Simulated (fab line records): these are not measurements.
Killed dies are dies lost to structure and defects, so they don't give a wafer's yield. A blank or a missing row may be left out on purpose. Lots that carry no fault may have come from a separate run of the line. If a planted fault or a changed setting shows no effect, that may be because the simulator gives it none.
Problem report, 8D (eight disciplines) form, completed by code	flow n5 finfet	the parts of the form that need people (team, actions taken, sign-off) are left out

== 1. THE ISSUE ==
At N5_BEOL_M15_COAT_04, spin speed rpm averages 2024.8 rpm over 6 wafers from 2 lots, while fault-free wafers read 1703.8 rpm, standard deviation 1.3. That is +99 or more standard deviations from the usual mean.
The step: resist thk 800 nm.
First seen on wafer L772.2, day 13 01:21, on litho track-05. At this step, 38 wafers from 13 lots have a number in the record. By rule, "out" or "out of limits" means more than 4 standard deviations away from the usual mean. The rest of the wafers with a number are treated as sound.

== 2. WHAT IT IS, AND WHAT IT ISN'T ==
question	is	is not
which readings at this step	spin speed rpm	-
which lots	L772, L773	L762, L763, L765, L766, L779, L780, L781, L782, L783, L784, L785
which wafers of those lots	all that have a number	-
read on which tools	litho track-05	litho track-02, litho track-03
when	from day 13 01:21	up to then (12 sound wafers); but 20 sound wafers of L779, L780, L781, L782, L783, L784, L785 came after

== 3. THE SUSPECTS, EACH WITH WHAT RULES IT OUT ==
Counting: a tool stays on the suspect list if, at a process step up to the reading, it processed all lots that are out and no sound lot following the first of them.
- litho track-05 at N5_BEOL_M15_COAT_04 (resist thk 800 nm): ruled out as a lasting fault. The sound lots L781, L784, L782, L783 went through it after L772, its earliest lot that is out (day 13 01:21).
Left after counting: nothing in the record.

== 4. THE CAUSE (what the simulator had put in) ==
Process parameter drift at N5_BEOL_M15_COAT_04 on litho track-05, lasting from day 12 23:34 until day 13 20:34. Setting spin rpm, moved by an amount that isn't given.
Counting ruled it out, wrongly.

== 5. THE EFFECT CHAIN, in route order ==
Each row: a reading whose mean over the struck wafers that have a number lies more than 3 standard deviations from the usual. Only readings whose record carries a usual standard deviation are examined. hours: median over the lots of the time between each lot's start at the first step of this table that gives one and its start at this step. sigmas: the change, counted in usual standard deviations.
hours	step	reading	usual	on struck wafers	change	sigmas
0	N5_BEOL_M15_COAT_04	spin speed rpm	1703.8 rpm	2024.8	+321.0	+99 or more
Process steps it contains:
- N5_BEOL_M15_COAT_04: resist thk 800 nm.

== 6. WHAT WOULD HAVE CAUGHT IT SOONER ==
In this record the first reading out of limits was taken at day 13 01:21, 2 hours after the fault began at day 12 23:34.
